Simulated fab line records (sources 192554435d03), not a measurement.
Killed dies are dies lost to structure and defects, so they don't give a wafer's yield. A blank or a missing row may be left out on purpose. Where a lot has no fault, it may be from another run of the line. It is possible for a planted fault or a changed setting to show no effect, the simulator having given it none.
Code-filled problem report in 8D (eight disciplines) form ; flow n5_finfet ; the parts of the form that need people (team, actions taken, sign-off) are left out

== 1. PROBLEM STATEMENT ==
At N5_BEOL_M1_ETCH_64, bias_w averages 197.6 W over 9 wafers from 3 lots, while fault-free wafers read 150.0 W, standard deviation 0.4. That is +99 or more standard deviations from the usual mean.
The step: etches SOC in N2/H2, target depth 75 nm, overetch 15 nm, time 112.5 s.
First seen on wafer L207.2, day 7 23:29, on rie_diel-03. The record holds 27 wafers of 9 lots with a number at this step. Rule for "out" (also "out of limits"): further than 4 standard deviations from the usual mean. The rest of the wafers with a number are treated as sound.

== 2. WHAT IT IS, WHAT IT ISN'T ==
question;is;is not
which readings at this step;bias_w, rf_vpp_V;n2_flow_sccm, oes_product_au, showerhead_plenum_p_Torr, throttle_valve_pct
which lots;L207, L208, L209;L200, L201, L206, L212, L218, L221
which wafers of those lots;all that have a number;-
read on which tools;rie_diel-03;rie_diel-02, rie_diel-04
when;from day 7 23:29;"up to then (9 sound wafers); but 9 sound wafers of L212, L218, L221 came after"

== 3. WHAT RULES OUT EACH SUSPECT ==
Counting: a tool stays on the suspect list if, at a process step up to the reading, it processed all lots that are out and no sound lot following the first of them.
- rie_diel-03 at N5_BEOL_M1_DESCUM_16 (chemistry O2, time 7 s): kept. It processed each lot that is out, first L207 at day 7 23:25, and no sound lot thereafter; up to then, the last sound lot it processed was L206 at day 7 15:49.
- rie_diel-03 at N5_BEOL_M1_ETCH_64 (etches SOC in N2/H2, target depth 75 nm, overetch 15 nm, time 112.5 s): kept. It processed each lot that is out, first L207 at day 7 23:29, and no sound lot thereafter; up to then, the last sound lot it processed was L206 at day 7 15:54. Out on those wafers are its own readings of bias_w, rf_vpp_V.
What counting leaves: rie_diel-03 at N5_BEOL_M1_DESCUM_16 and rie_diel-03 at N5_BEOL_M1_ETCH_64.

== 4. THE CAUSE (what the simulator had put in) ==
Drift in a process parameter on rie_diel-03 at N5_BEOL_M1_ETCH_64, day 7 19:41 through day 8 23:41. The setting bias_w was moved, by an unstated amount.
2 suspects survive the count, and this tool is in that group.

== 5. THE CHAIN OF EFFECTS, in route order ==
Rows list readings where the struck wafers' mean (over those with a number) sits beyond 3 standard deviations from the usual. Scope: only readings with a usual standard deviation given in the record; hours: median across lots of the time from each lot's start at the first step in this table that gives one to its start at this step; sigmas: change in usual standard deviations.
hours;step;reading;usual;on struck wafers;change;sigmas
0;N5_BEOL_M1_ETCH_64;bias_w;150.0 W;197.6;+47.6;+99 or more
0;N5_BEOL_M1_ETCH_64;rf_vpp_V;523.0 V;620.0;+97.0;+40
The process steps in it:
- N5_BEOL_M1_ETCH_64: etches SOC in N2/H2, target depth 75 nm, overetch 15 nm, time 112.5 s.
At these later measuring or inspecting steps, every struck wafer for which the step has a row has a number for every such reading, and none has moved that far: N5_BEOL_M4_RC_MEAS_101.

== 6. WHAT WOULD HAVE CAUGHT IT SOONER ==
The fault began at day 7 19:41; the first out-of-limits reading in this record came at day 7 23:29, 4 hours later.
